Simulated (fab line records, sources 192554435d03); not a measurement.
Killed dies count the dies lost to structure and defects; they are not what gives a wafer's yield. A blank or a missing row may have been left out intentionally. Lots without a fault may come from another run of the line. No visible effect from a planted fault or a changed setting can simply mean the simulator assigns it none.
Which tool was responsible? :: flow n5 finfet :: 24 lots with 72 wafers sampled at 5 steps, on a route of 1938 steps

WHAT THE GAUGES READ, wafer by wafer
N5_DUMMY_GATE_CD_MEAS_15: target cd 25.8 nm.
lot: L074
measured: day 2 23:47
on: cd sem-01
cd nm (nm): 25.67 24.92 25.59

lot: L075
measured: day 3 09:38
on: cd sem-03
cd nm (nm): 24.74 25.12 24.99

lot: L076
measured: day 3 09:25
on: cd sem-03
cd nm (nm): 24.60 24.64 24.88

lot: L077
measured: day 3 17:21
on: cd sem-01
cd nm (nm): 25.16 25.16 24.95

lot: L078
measured: day 3 21:40
on: cd sem-01
cd nm (nm): 24.92 24.86 25.13

lot: L079
measured: day 4 04:55
on: cd sem-01
cd nm (nm): 25.12 25.52 25.32

lot: L080
measured: day 4 21:32
on: cd sem-01
cd nm (nm): 25.29 25.03 25.16

lot: L081
measured: day 4 18:50
on: cd sem-02
cd nm (nm): 25.06 25.15 24.69

lot: L082
measured: day 5 03:10
on: cd sem-01
cd nm (nm): 24.65 24.60 24.94

lot: L083
measured: day 5 06:43
on: cd sem-01
cd nm (nm): 24.83 24.92 24.21

lot: L084
measured: day 5 15:01
on: cd sem-02
cd nm (nm): 24.61 25.18 24.60

lot: L085
measured: day 5 21:25
on: cd sem-02
cd nm (nm): 24.67 24.76 24.83

lot: L086
measured: day 6 01:20
on: cd sem-03
cd nm (nm): 24.69 24.77 24.60

lot: L087
measured: day 6 11:37
on: cd sem-02
cd nm (nm): 25.02 24.81 24.63

lot: L088
measured: day 6 09:28
on: cd sem-03
cd nm (nm): 25.33 25.38 25.40

lot: L089
measured: day 6 17:53
on: cd sem-03
cd nm (nm): 25.02 25.43 25.02

lot: L090
measured: day 6 21:17
on: cd sem-01
cd nm (nm): 24.81 25.00 25.05

lot: L091
measured: day 7 04:28
on: cd sem-02
cd nm (nm): 25.04 25.07 25.42

lot: L092
measured: day 7 09:16
on: cd sem-02
cd nm (nm): 25.28 25.15 25.16

lot: L093
measured: day 7 16:14
on: cd sem-03
cd nm (nm): 25.56 25.05 25.13

lot: L094
measured: day 7 22:51
on: cd sem-01
cd nm (nm): 24.92 24.95 24.61

lot: L095
measured: day 8 04:08
on: cd sem-01
cd nm (nm): 24.74 25.11 25.09

lot: L096
measured: day 8 10:55
on: cd sem-02
cd nm (nm): 25.35 25.25 25.37

lot: L097
measured: day 8 16:00
on: cd sem-02
cd nm (nm): 25.08 25.67 24.84

N5_DUMMY_GATE_CD_MEAS_50: target cd 14 nm.
lot: L074
measured: day 3 00:28
on: cd sem-01
cd nm (nm): 14.5 14.3 14.1

lot: L075
measured: day 3 10:09
on: cd sem-03
cd nm (nm): 13.2 14.3 14.1

lot: L076
measured: day 3 09:56
on: cd sem-03
cd nm (nm): 14.0 14.2 14.1

lot: L077
measured: day 3 17:52
on: cd sem-01
cd nm (nm): 13.6 14.2 14.3

lot: L078
measured: day 3 22:38
on: cd sem-02
cd nm (nm): 13.4 14.2 14.1

lot: L079
measured: day 4 05:38
on: cd sem-01
cd nm (nm): 13.9 14.3 13.6

lot: L080
measured: day 4 22:02
on: cd sem-03
cd nm (nm): 14.0 14.4 14.2

lot: L081
measured: day 4 19:20
on: cd sem-01
cd nm (nm): 14.2 13.4 13.4

lot: L082
measured: day 5 03:49
on: cd sem-02
cd nm (nm): 14.1 13.7 14.0

lot: L083
measured: day 5 07:58
on: cd sem-02
cd nm (nm): 14.1 13.6 13.2

lot: L084
measured: day 5 15:32
on: cd sem-02
cd nm (nm): 14.0 14.1 14.1

lot: L085
measured: day 5 21:56
on: cd sem-03
cd nm (nm): 14.2 13.4 14.1

lot: L086
measured: day 6 01:50
on: cd sem-02
cd nm (nm): 13.6 14.3 14.0

lot: L087
measured: day 6 12:08
on: cd sem-01
cd nm (nm): 13.8 14.1 13.8

lot: L088
measured: day 6 09:58
on: cd sem-03
cd nm (nm): 14.4 13.9 14.0

lot: L089
measured: day 6 18:51
on: cd sem-03
cd nm (nm): 14.1 13.5 14.4

lot: L090
measured: day 6 21:48
on: cd sem-03
cd nm (nm): 14.0 14.9 14.6

lot: L091
measured: day 7 05:10
on: cd sem-03
cd nm (nm): 14.3 13.5 13.8

lot: L092
measured: day 7 09:46
on: cd sem-01
cd nm (nm): 14.5 14.1 14.6

lot: L093
measured: day 7 16:44
on: cd sem-02
cd nm (nm): 13.6 13.9 14.0

lot: L094
measured: day 7 23:23
on: cd sem-03
cd nm (nm): 13.3 13.5 13.8

lot: L095
measured: day 8 04:38
on: cd sem-02
cd nm (nm): 13.6 14.0 14.4

lot: L096
measured: day 8 12:01
on: cd sem-01
cd nm (nm): 14.0 14.2 14.2

lot: L097
measured: day 8 16:31
on: cd sem-01
cd nm (nm): 14.4 14.6 14.6

WHICH TOOL RAN EACH LOT (tool, then ch and the chambers of the sampled wafers, then the start)
lot: L074
N5_STI_FIN_REVEAL_ALD_14: ald sin-01 ch 0,1,2, day 2 06:27
N5_STI_FIN_REVEAL_STRIP_24: rie diel-02 ch 0,1,2, day 2 12:10
N5_STI_FIN_REVEAL_RECESS_09: vapor etch-02 ch 0,1, day 2 12:22

lot: L075
N5_STI_FIN_REVEAL_ALD_14: ald sin-01 ch 0,2, day 2 13:35
N5_STI_FIN_REVEAL_STRIP_24: rie diel-05 ch 1,2,3, day 2 19:53
N5_STI_FIN_REVEAL_RECESS_09: vapor etch-01 ch 0,1, day 2 20:38

lot: L076
N5_STI_FIN_REVEAL_ALD_14: ald sin-04 ch 0,1,2, day 2 16:11
N5_STI_FIN_REVEAL_STRIP_24: rie diel-04 ch 0,1,2, day 2 21:48
N5_STI_FIN_REVEAL_RECESS_09: vapor etch-02 ch 0,1, day 2 22:01

lot: L077
N5_STI_FIN_REVEAL_ALD_14: ald sin-01 ch 0,1,3, day 2 22:01
N5_STI_FIN_REVEAL_STRIP_24: rie diel-05 ch 1,2, day 3 03:38
N5_STI_FIN_REVEAL_RECESS_09: vapor etch-01 ch 0,1, day 3 03:51

lot: L078
N5_STI_FIN_REVEAL_ALD_14: ald sin-01 ch 0,1, day 3 03:22
N5_STI_FIN_REVEAL_STRIP_24: rie diel-04 ch 0,1, day 3 09:34
N5_STI_FIN_REVEAL_RECESS_09: vapor etch-01 ch 0,1, day 3 10:20

lot: L079
N5_STI_FIN_REVEAL_ALD_14: ald sin-01 ch 2,3, day 3 09:25
N5_STI_FIN_REVEAL_STRIP_24: rie diel-05 ch 0,2, day 3 15:02
N5_STI_FIN_REVEAL_RECESS_09: vapor etch-01 ch 0,1, day 3 15:37

lot: L080
N5_STI_FIN_REVEAL_ALD_14: ald sin-04 ch 0,1,3, day 3 17:08
N5_STI_FIN_REVEAL_STRIP_24: rie diel-04 ch 0,2, day 3 23:37
N5_STI_FIN_REVEAL_RECESS_09: vapor etch-01 ch 0,1, day 3 23:50

lot: L081
N5_STI_FIN_REVEAL_ALD_14: ald sin-01 ch 0,2,3, day 3 22:32
N5_STI_FIN_REVEAL_STRIP_24: rie diel-05 ch 1,2,3, day 4 04:55
N5_STI_FIN_REVEAL_RECESS_09: vapor etch-02 ch 0,1, day 4 05:08

lot: L082
N5_STI_FIN_REVEAL_ALD_14: ald sin-01 ch 1,2, day 4 04:44
N5_STI_FIN_REVEAL_STRIP_24: rie diel-05 ch 1,2, day 4 10:33
N5_STI_FIN_REVEAL_RECESS_09: vapor etch-02 ch 0,1, day 4 11:17

lot: L083
N5_STI_FIN_REVEAL_ALD_14: ald sin-02 ch 1,2, day 4 11:43
N5_STI_FIN_REVEAL_STRIP_24: rie diel-05 ch 0,2,3, day 4 17:25
N5_STI_FIN_REVEAL_RECESS_09: vapor etch-01 ch 0,1, day 4 17:37

lot: L084
N5_STI_FIN_REVEAL_ALD_14: ald sin-02 ch 0,2,3, day 4 20:59
N5_STI_FIN_REVEAL_STRIP_24: rie diel-04 ch 0,1,2, day 5 02:54
N5_STI_FIN_REVEAL_RECESS_09: vapor etch-01 ch 0,1, day 5 03:39

lot: L085
N5_STI_FIN_REVEAL_ALD_14: ald sin-04 ch 1,2,3, day 5 03:18
N5_STI_FIN_REVEAL_STRIP_24: rie diel-04 ch 0,1,2, day 5 09:11
N5_STI_FIN_REVEAL_RECESS_09: vapor etch-02 ch 0,1, day 5 09:24

lot: L086
N5_STI_FIN_REVEAL_ALD_14: ald sin-04 ch 1,2,3, day 5 07:44
N5_STI_FIN_REVEAL_STRIP_24: rie diel-05 ch 1,2,3, day 5 13:20
N5_STI_FIN_REVEAL_RECESS_09: vapor etch-01 ch 0,1, day 5 13:33

lot: L087
N5_STI_FIN_REVEAL_ALD_14: ald sin-02 ch 0,1,3, day 5 10:41
N5_STI_FIN_REVEAL_STRIP_24: rie diel-05 ch 0,1,2, day 5 16:26
N5_STI_FIN_REVEAL_RECESS_09: vapor etch-02 ch 0,1, day 5 16:39

lot: L088
N5_STI_FIN_REVEAL_ALD_14: ald sin-01 ch 1,3, day 5 15:49
N5_STI_FIN_REVEAL_STRIP_24: rie diel-02 ch 0,1,2, day 5 21:40
N5_STI_FIN_REVEAL_RECESS_09: vapor etch-02 ch 0,1, day 5 21:53

lot: L089
N5_STI_FIN_REVEAL_ALD_14: ald sin-01 ch 0,3, day 5 23:24
N5_STI_FIN_REVEAL_STRIP_24: rie diel-04 ch 0,1,3, day 6 05:09
N5_STI_FIN_REVEAL_RECESS_09: vapor etch-01 ch 0,1, day 6 05:58

lot: L090
N5_STI_FIN_REVEAL_ALD_14: ald sin-01 ch 0,1,2, day 6 03:43
N5_STI_FIN_REVEAL_STRIP_24: rie diel-04 ch 1,2,3, day 6 09:33
N5_STI_FIN_REVEAL_RECESS_09: vapor etch-02 ch 0,1, day 6 10:17

lot: L091
N5_STI_FIN_REVEAL_ALD_14: ald sin-01 ch 0,2,3, day 6 10:43
N5_STI_FIN_REVEAL_STRIP_24: rie diel-05 ch 0,2, day 6 16:19
N5_STI_FIN_REVEAL_RECESS_09: vapor etch-02 ch 0,1, day 6 16:32

lot: L092
N5_STI_FIN_REVEAL_ALD_14: ald sin-04 ch 1,2,3, day 6 15:41
N5_STI_FIN_REVEAL_STRIP_24: rie diel-04 ch 1,2,3, day 6 21:31
N5_STI_FIN_REVEAL_RECESS_09: vapor etch-01 ch 0,1, day 6 21:43

lot: L093
N5_STI_FIN_REVEAL_ALD_14: ald sin-04 ch 0,1,3, day 6 22:37
N5_STI_FIN_REVEAL_STRIP_24: rie diel-02 ch 2,3, day 7 04:19
N5_STI_FIN_REVEAL_RECESS_09: vapor etch-02 ch 0,1, day 7 04:32

lot: L094
N5_STI_FIN_REVEAL_ALD_14: ald sin-01 ch 0,1,3, day 7 05:14
N5_STI_FIN_REVEAL_STRIP_24: rie diel-02 ch 0,2,3, day 7 10:56
N5_STI_FIN_REVEAL_RECESS_09: vapor etch-01 ch 0,1, day 7 11:09

lot: L095
N5_STI_FIN_REVEAL_ALD_14: ald sin-01 ch 0,2,3, day 7 10:33
N5_STI_FIN_REVEAL_STRIP_24: rie diel-04 ch 0,2,3, day 7 16:17
N5_STI_FIN_REVEAL_RECESS_09: vapor etch-02 ch 0,1, day 7 16:29

lot: L096
N5_STI_FIN_REVEAL_ALD_14: ald sin-02 ch 1,2, day 7 16:45
N5_STI_FIN_REVEAL_STRIP_24: rie diel-04 ch 0,1,3, day 7 23:02
N5_STI_FIN_REVEAL_RECESS_09: vapor etch-01 ch 0,1, day 7 23:47

lot: L097
N5_STI_FIN_REVEAL_ALD_14: ald sin-04 ch 1,2,3, day 7 21:49
N5_STI_FIN_REVEAL_STRIP_24: rie diel-04 ch 1,2,3, day 8 04:23
N5_STI_FIN_REVEAL_RECESS_09: vapor etch-02 ch 0,1, day 8 04:35
- N5_STI_FIN_REVEAL_ALD_14: deposits Si3N4, target thk 3 nm.
- N5_STI_FIN_REVEAL_STRIP_24: strips in N2/H2, time 90 s.
- N5_STI_FIN_REVEAL_RECESS_09: chemistry HF/NH3, target SiO2, afs cycles 11, target depth 42.5 nm, sublimation time 60 s.

WHAT THE TOOLS THEMSELVES READ (means of the sampled wafers that have a number; where no wafer has one, the mark that the record gives instead)
N5_STI_FIN_REVEAL_ALD_14.
lot: L074
tool: ald sin-01
heater power w (W): 760

lot: L075
tool: ald sin-01
heater power w (W): 770

lot: L076
tool: ald sin-04
heater power w (W): 893

lot: L077
tool: ald sin-01
heater power w (W): 749

lot: L078
tool: ald sin-01
heater power w (W): 711

lot: L079
tool: ald sin-01
heater power w (W): 799

lot: L080
tool: ald sin-04
heater power w (W): 841

lot: L081
tool: ald sin-01
heater power w (W): 768

lot: L082
tool: ald sin-01
heater power w (W): 769

lot: L083
tool: ald sin-02
heater power w (W): 929

lot: L084
tool: ald sin-02
heater power w (W): 861

lot: L085
tool: ald sin-04
heater power w (W): 806

lot: L086
tool: ald sin-04
heater power w (W): 802

lot: L087
tool: ald sin-02
heater power w (W): 980

lot: L088
tool: ald sin-01
heater power w (W): 779

lot: L089
tool: ald sin-01
heater power w (W): 758

lot: L090
tool: ald sin-01
heater power w (W): 772

lot: L091
tool: ald sin-01
heater power w (W): 768

lot: L092
tool: ald sin-04
heater power w (W): 806

lot: L093
tool: ald sin-04
heater power w (W): 802

lot: L094
tool: ald sin-01
heater power w (W): 757

lot: L095
tool: ald sin-01
heater power w (W): 767

lot: L096
tool: ald sin-02
heater power w (W): 942

lot: L097
tool: ald sin-04
heater power w (W): 814

N5_STI_FIN_REVEAL_STRIP_24.
lot: L074
tool: rie diel-02
drypump motor current A (A): 5.8
oes product au (a.u.): 0.79
rf vpp V (V): 45.9
showerhead plenum p Torr (Torr): 3.39
throttle valve pct (%): 12.15

lot: L075
tool: rie diel-05
drypump motor current A (A): 5.6
oes product au (a.u.): 0.73
rf vpp V (V): 45.1
showerhead plenum p Torr (Torr): 3.41
throttle valve pct (%): 12.09

lot: L076
tool: rie diel-04
drypump motor current A (A): 5.7
oes product au (a.u.): 0.77
rf vpp V (V): 44.7
showerhead plenum p Torr (Torr): 3.43
throttle valve pct (%): 12.22

lot: L077
tool: rie diel-05
drypump motor current A (A): 5.5
oes product au (a.u.): 0.71
rf vpp V (V): 44.9
showerhead plenum p Torr (Torr): 3.40
throttle valve pct (%): 12.28

lot: L078
tool: rie diel-04
drypump motor current A (A): 5.6
oes product au (a.u.): 0.74
rf vpp V (V): 45.2
showerhead plenum p Torr (Torr): 3.37
throttle valve pct (%): 12.22

lot: L079
tool: rie diel-05
drypump motor current A (A): 5.7
oes product au (a.u.): 0.81
rf vpp V (V): 45.9
showerhead plenum p Torr (Torr): 3.54
throttle valve pct (%): 11.87

lot: L080
tool: rie diel-04
drypump motor current A (A): 5.8
oes product au (a.u.): 0.79
rf vpp V (V): 46.0
showerhead plenum p Torr (Torr): 3.44
throttle valve pct (%): 12.18

lot: L081
tool: rie diel-05
drypump motor current A (A): 5.6
oes product au (a.u.): 0.72
rf vpp V (V): 45.7
showerhead plenum p Torr (Torr): 3.40
throttle valve pct (%): 12.11

lot: L082
tool: rie diel-05
drypump motor current A (A): 5.7
oes product au (a.u.): 0.72
rf vpp V (V): 44.8
showerhead plenum p Torr (Torr): 3.45
throttle valve pct (%): 12.07

lot: L083
tool: rie diel-05
drypump motor current A (A): 5.7
oes product au (a.u.): 0.80
rf vpp V (V): 45.2
showerhead plenum p Torr (Torr): 3.48
throttle valve pct (%): 11.94

lot: L084
tool: rie diel-04
drypump motor current A (A): 5.7
oes product au (a.u.): 0.75
rf vpp V (V): 46.0
showerhead plenum p Torr (Torr): 3.42
throttle valve pct (%): 12.27

lot: L085
tool: rie diel-04
drypump motor current A (A): 5.7
oes product au (a.u.): 0.75
rf vpp V (V): 45.4
showerhead plenum p Torr (Torr): 3.42
throttle valve pct (%): 12.27

lot: L086
tool: rie diel-05
drypump motor current A (A): 5.6
oes product au (a.u.): 0.71
rf vpp V (V): 45.1
showerhead plenum p Torr (Torr): 3.39
throttle valve pct (%): 12.14

lot: L087
tool: rie diel-05
drypump motor current A (A): 5.6
oes product au (a.u.): 0.77
rf vpp V (V): 44.6
showerhead plenum p Torr (Torr): 3.48
throttle valve pct (%): 12.16

lot: L088
tool: rie diel-02
drypump motor current A (A): 5.8
oes product au (a.u.): 0.77
rf vpp V (V): 44.5
showerhead plenum p Torr (Torr): 3.38
throttle valve pct (%): 12.23

lot: L089
tool: rie diel-04
drypump motor current A (A): 5.4
oes product au (a.u.): 0.80
rf vpp V (V): 45.2
showerhead plenum p Torr (Torr): 3.44
throttle valve pct (%): 12.12

lot: L090
tool: rie diel-04
drypump motor current A (A): 5.4
oes product au (a.u.): 0.80
rf vpp V (V): 46.2
showerhead plenum p Torr (Torr): 3.48
throttle valve pct (%): 12.22

lot: L091
tool: rie diel-05
drypump motor current A (A): 5.7
oes product au (a.u.): 0.77
rf vpp V (V): 45.9
showerhead plenum p Torr (Torr): 3.52
throttle valve pct (%): 11.95

lot: L092
tool: rie diel-04
drypump motor current A (A): 5.4
oes product au (a.u.): 0.79
rf vpp V (V): 45.6
showerhead plenum p Torr (Torr): 3.48
throttle valve pct (%): 12.22

lot: L093
tool: rie diel-02
drypump motor current A (A): 5.9
oes product au (a.u.): 0.86
rf vpp V (V): 44.6
showerhead plenum p Torr (Torr): 3.29
throttle valve pct (%): 12.11

lot: L094
tool: rie diel-02
drypump motor current A (A): 5.8
oes product au (a.u.): 0.83
rf vpp V (V): 45.1
showerhead plenum p Torr (Torr): 3.31
throttle valve pct (%): 12.07

lot: L095
tool: rie diel-04
drypump motor current A (A): 5.5
oes product au (a.u.): 0.81
rf vpp V (V): 44.8
showerhead plenum p Torr (Torr): 3.48
throttle valve pct (%): 12.17

lot: L096
tool: rie diel-04
drypump motor current A (A): 5.4
oes product au (a.u.): 0.87
rf vpp V (V): 45.1
showerhead plenum p Torr (Torr): 3.44
throttle valve pct (%): 11.94

lot: L097
tool: rie diel-04
drypump motor current A (A): 5.4
oes product au (a.u.): 0.86
rf vpp V (V): 45.0
showerhead plenum p Torr (Torr): 3.47
throttle valve pct (%): 12.05

N5_STI_FIN_REVEAL_RECESS_09.
lot: L074
tool: vapor etch-02
drypump motor current A (A): 5.6

lot: L075
tool: vapor etch-01
drypump motor current A (A): 6.1

lot: L076
tool: vapor etch-02
drypump motor current A (A): 5.6

lot: L077
tool: vapor etch-01
drypump motor current A (A): 6.0

lot: L078
tool: vapor etch-01
drypump motor current A (A): 6.0

lot: L079
tool: vapor etch-01
drypump motor current A (A): 6.1

lot: L080
tool: vapor etch-01
drypump motor current A (A): 6.1

lot: L081
tool: vapor etch-02
drypump motor current A (A): 5.9

lot: L082
tool: vapor etch-02
drypump motor current A (A): 5.6

lot: L083
tool: vapor etch-01
drypump motor current A (A): 5.9

lot: L084
tool: vapor etch-01
drypump motor current A (A): 6.0

lot: L085
tool: vapor etch-02
drypump motor current A (A): 5.6

lot: L086
tool: vapor etch-01
drypump motor current A (A): 5.9

lot: L087
tool: vapor etch-02
drypump motor current A (A): 5.6

lot: L088
tool: vapor etch-02
drypump motor current A (A): 5.6

lot: L089
tool: vapor etch-01
drypump motor current A (A): 6.0

lot: L090
tool: vapor etch-02
drypump motor current A (A): 5.9

lot: L091
tool: vapor etch-02
drypump motor current A (A): 5.6

lot: L092
tool: vapor etch-01
drypump motor current A (A): 5.9

lot: L093
tool: vapor etch-02
drypump motor current A (A): 5.9

lot: L094
tool: vapor etch-01
drypump motor current A (A): 6.1

lot: L095
tool: vapor etch-02
drypump motor current A (A): 5.6

lot: L096
tool: vapor etch-01
drypump motor current A (A): 5.9

lot: L097
tool: vapor etch-02
drypump motor current A (A): 5.6

THE ANSWER, worked out from the rows above alone
Rule: what is usual is taken from the lots themselves. The widest of any qualifying gaps counts: lots, ordered by their means at a reading, are off when they make up no more than a third of the lots, leave a main group of 4 or more, and stand apart from it by 3 or more times the standard deviation of that group's means. If all means in a main group match to the digits the tables above print for the reading, that group is not used. Also off: a lot with no number at a reading for which 4 or more lots have one. All remaining lots with rows at the step are treated as sound. The gauges are gone through in route order, then the tools' own readings, and for those a lot's mean is taken as printed above. At the first step where some lot is off, the reading lying furthest off is the one used; lots without a number count as furthest.
No lot is off on any of the readings shown, so nothing can be concluded from this.

WHAT THE SIMULATOR PUT IN
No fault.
